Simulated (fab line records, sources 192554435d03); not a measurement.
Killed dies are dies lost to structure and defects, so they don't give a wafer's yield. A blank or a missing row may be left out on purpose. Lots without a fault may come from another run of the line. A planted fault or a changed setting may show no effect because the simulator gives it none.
One fault seen from 2 desks | flow n5_finfet | each desk has only its own numbers; what lay behind them comes last

THE METROLOGY DESK
What the gauges read, lot by lot, whatever tool the lot ran on: means of the sampled wafers that have a number. A lot is out of limits, marked OUT, if its mean lies more than 4 standard deviations from the usual mean; the brackets give that distance. Of its 11 readings 7 are shown: those that lie furthest out on some lot.
Columns: A = DIBL_N at N5_BEOL_M4_RC_MEAS_101, usual 36.4 mV/V; B = IOFF_P at N5_BEOL_M4_RC_MEAS_101, usual 0.202 nA/um; C = ION_N at N5_BEOL_M4_RC_MEAS_101, usual 671 uA/um; D = ION_P at N5_BEOL_M4_RC_MEAS_101, usual 460 uA/um; E = SS_P at N5_BEOL_M4_RC_MEAS_101, usual 73.4 mV/dec; F = VT_P at N5_BEOL_M4_RC_MEAS_101, usual -251.4 mV; G = cd_nm at N5_PASSIVATION_CD_MEAS_44, usual 40000 nm
lot  | first seen here | A    | B     | C   | D   | E    | F      | G
L836 | day 8 04:26     | 36.5 | 0.179 | 675 | 453 | 73.0 | -252.4 | 40000
L839 | day 8 10:06     | 37.9 | 0.192 | 672 | 450 | 73.5 | -254.2 | 40002
L843 | day 10 06:40    | 35.8 | 0.209 | 667 | 466 | 73.7 | -249.4 | 40002
L844 | day 10 08:23    | 35.8 | 0.191 | 667 | 460 | 73.2 | -250.9 | 39999
L846 | day 10 12:19    | 36.2 | 0.193 | 665 | 458 | 73.5 | -252.5 | 40002
L851 | day 12 01:38    | 34.5 | 0.194 | 667 | 459 | 73.0 | -250.0 | 39996
L852 | day 12 04:25    | 35.7 | 0.192 | 658 | 455 | 73.3 | -254.6 | 40001
L854 | day 12 18:36    | 36.7 | 0.243 | 658 | 462 | 73.4 | -247.9 | 39999
L857 | day 13 22:59    | 35.0 | 0.202 | 671 | 463 | 72.5 | -249.5 | 39999
This desk's finding: nothing out of limits on any of the 9 lots.

THE TOOL OWNER'S DESK: rie_diel-01
The tool's own readings at N5_PASSIVATION_ETCH_15 (etches SiCN in CF4/N2, target depth 75 nm, time 81.2 s): means of the sampled wafers that have a number, for each lot that ran on this tool. A lot is out of limits, marked OUT, if its mean lies more than 4 standard deviations from the usual mean; the brackets give that distance.
Columns: A = drypump_motor_current_A at N5_PASSIVATION_ETCH_15, usual 5.7 A; B = oes_product_au at N5_PASSIVATION_ETCH_15, usual 0.83 a.u.; C = rf_vpp_V at N5_PASSIVATION_ETCH_15, usual 382.8 V; D = showerhead_plenum_p_Torr at N5_PASSIVATION_ETCH_15, usual 2.23 Torr; E = throttle_valve_pct at N5_PASSIVATION_ETCH_15, usual 15.34 %
lot  | first seen here | A   | B    | C     | D    | E
L839 | day 12 08:24    | 5.5 | 0.89 | 382.7 | 2.19 | 15.27
L844 | day 14 04:22    | 5.6 | 0.81 | 385.0 | 2.32 | 15.17
L843 | day 14 10:56    | 5.3 | 0.81 | 383.0 | 2.25 | 15.43
L846 | day 14 17:20    | 5.5 | 0.81 | 384.5 | 2.28 | 15.30
L857 | day 18 06:54    | 5.5 | 0.79 | 383.9 | 2.27 | 15.36
This desk's finding: nothing out of limits on any of the 5 lots.

PUT TOGETHER
The metrology desk saw nothing out of limits.
The tool owner's desk saw nothing out of limits.

WHAT THE SIMULATOR HAD PUT IN
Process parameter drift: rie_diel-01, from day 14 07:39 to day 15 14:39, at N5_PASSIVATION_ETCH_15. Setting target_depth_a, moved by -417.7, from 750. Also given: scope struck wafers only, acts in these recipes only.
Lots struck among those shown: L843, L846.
